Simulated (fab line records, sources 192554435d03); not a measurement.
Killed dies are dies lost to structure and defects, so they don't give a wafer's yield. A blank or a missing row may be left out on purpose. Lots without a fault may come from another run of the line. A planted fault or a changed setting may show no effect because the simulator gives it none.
Tool commonality check | flow n5_finfet | 9 lots, 25 wafers sampled

WHY IT WAS OPENED
At N5_BEOL_M0_OCD_MEAS_108 the reading trench_depth_nm is flagged on 2 of 9 lots. Wafers without a fault read 32.8 nm, standard deviation 0.66.
Rule: a lot is flagged when every wafer of it that has a number lies more than 4 standard deviations from that mean, or none has a number. The other lots count as sound.

lot  | measured     | on     | trench_depth_nm (nm), wafer by wafer | flag
L644 | day 5 19:31  | ocd-01 | 32.1 32.8 32.7                       |
L647 | day 6 10:32  | ocd-01 | 31.4 32.8 30.8                       |
L649 | day 7 02:11  | ocd-02 | 32.3 32.5 31.6                       |
L652 | day 7 17:54  | ocd-01 | 33.4 32.2                            |
L660 | day 9 21:43  | ocd-02 | 0.1 0.8 0                            | FLAGGED
L662 | day 10 02:41 | ocd-02 | 0.6 0.0 0.5                          | FLAGGED
L665 | day 11 06:38 | ocd-02 | 32.7 32.5 33.2                       |
L666 | day 11 11:47 | ocd-02 | 33.1 32.7 32.4                       |
L667 | day 11 15:59 | ocd-02 | 32.2 32.7                            |
The numbers of the flagged lots are 0.3 nm on average: -32.5 nm against the usual, or -49 standard deviations.

WHICH TOOL RAN EACH LOT
The record holds 3 process steps before the reading, out of a route of 1938 steps. In each cell: the tool, then ch and the chambers that the sampled wafers went through, then the start.
lot  | flag    | N5_BEOL_M0_CUTY_ETCH_62            | N5_BEOL_M0_STRIP_140               | N5_BEOL_M0_TRENCH_ETCH_107
L644 |         | rie_diel-04 ch 0,1,3, day 5 18:35  | rie_diel-04 ch 1,2,3, day 5 19:13  | rie_diel-04 ch 1,2,3, day 5 19:24
L647 |         | rie_diel-02 ch 2,3, day 6 09:19    | rie_diel-04 ch 1,2,3, day 6 10:14  | rie_diel-02 ch 1,2, day 6 10:25
L649 |         | rie_diel-02 ch 0,2,3, day 7 00:15  | rie_diel-03 ch 1,2,3, day 7 01:54  | rie_diel-02 ch 0,2, day 7 02:05
L652 |         | rie_diel-04 ch 1,3, day 7 16:26    | rie_diel-03 ch 1,3, day 7 17:36    | rie_diel-03 ch 1,3, day 7 17:47
L660 | FLAGGED | rie_diel-03 ch 0,2,3, day 9 20:23  | rie_diel-03 ch 0,1,3, day 9 21:25  | rie_diel-02 ch 1,2,3, day 9 21:37
L662 | FLAGGED | rie_diel-04 ch 0,1,2, day 10 00:58 | rie_diel-03 ch 0,2,3, day 10 02:22 | rie_diel-04 ch 1,2, day 10 02:35
L665 |         | rie_diel-04 ch 1,3, day 11 05:32   | rie_diel-04 ch 1,2, day 11 06:20   | rie_diel-04 ch 1,2,3, day 11 06:32
L666 |         | rie_diel-02 ch 1,2, day 11 07:05   | rie_diel-03 ch 0,3, day 11 11:29   | rie_diel-04 ch 2,3, day 11 11:41
L667 |         | rie_diel-04 ch 1,2, day 11 12:11   | rie_diel-04 ch 3, day 11 15:17     | rie_diel-04 ch 1,3, day 11 15:52
What these steps do:
- N5_BEOL_M0_CUTY_ETCH_62: etches SiARC in CF4, time 58.5 s.
- N5_BEOL_M0_STRIP_140: strips in CF4.
- N5_BEOL_M0_TRENCH_ETCH_107: etches SiOC in C4F6/O2, target depth 32.8 nm, time 16.4 s.
- N5_BEOL_M0_OCD_MEAS_108

FLAGGED OVER TOTAL, TOOL BY TOOL (the gauges that took the reading come last)
step                       | tool        | lots run | flagged | share of the flagged lots | sound lots run after its first flagged lot
N5_BEOL_M0_CUTY_ETCH_62    | rie_diel-02 | 3        | 0       | none                      | -
N5_BEOL_M0_CUTY_ETCH_62    | rie_diel-03 | 1        | 1       | some                      | 0
N5_BEOL_M0_CUTY_ETCH_62    | rie_diel-04 | 5        | 1       | some                      | 2 (L665,L667)
N5_BEOL_M0_STRIP_140       | rie_diel-03 | 5        | 2       | all                       | 1 (L666)
N5_BEOL_M0_STRIP_140       | rie_diel-04 | 4        | 0       | none                      | -
N5_BEOL_M0_TRENCH_ETCH_107 | rie_diel-02 | 3        | 1       | some                      | 0
N5_BEOL_M0_TRENCH_ETCH_107 | rie_diel-03 | 1        | 0       | none                      | -
N5_BEOL_M0_TRENCH_ETCH_107 | rie_diel-04 | 5        | 1       | some                      | 3 (L665,L666,L667)
N5_BEOL_M0_OCD_MEAS_108    | ocd-01      | 3        | 0       | none                      | -
N5_BEOL_M0_OCD_MEAS_108    | ocd-02      | 6        | 2       | all                       | 3 (L665,L666,L667)

WHAT THE TABLE ALLOWS
2 rows of the table ran every flagged lot: rie_diel-03 at N5_BEOL_M0_STRIP_140, ocd-02 at N5_BEOL_M0_OCD_MEAS_108.
- rie_diel-03 at N5_BEOL_M0_STRIP_140: 2 of its 5 lots flagged. Sound lots ran on it after the first flagged one (L666), which a lasting fault on the whole tool wouldn't allow.
- ocd-02 at N5_BEOL_M0_OCD_MEAS_108: 2 of its 6 lots flagged. Sound lots ran on it after the first flagged one (L665, L666, L667), which a lasting fault on the whole tool wouldn't allow.
No row of the table ran every flagged lot and no sound lot after the first.

WHAT THE SIMULATOR HAD PUT IN
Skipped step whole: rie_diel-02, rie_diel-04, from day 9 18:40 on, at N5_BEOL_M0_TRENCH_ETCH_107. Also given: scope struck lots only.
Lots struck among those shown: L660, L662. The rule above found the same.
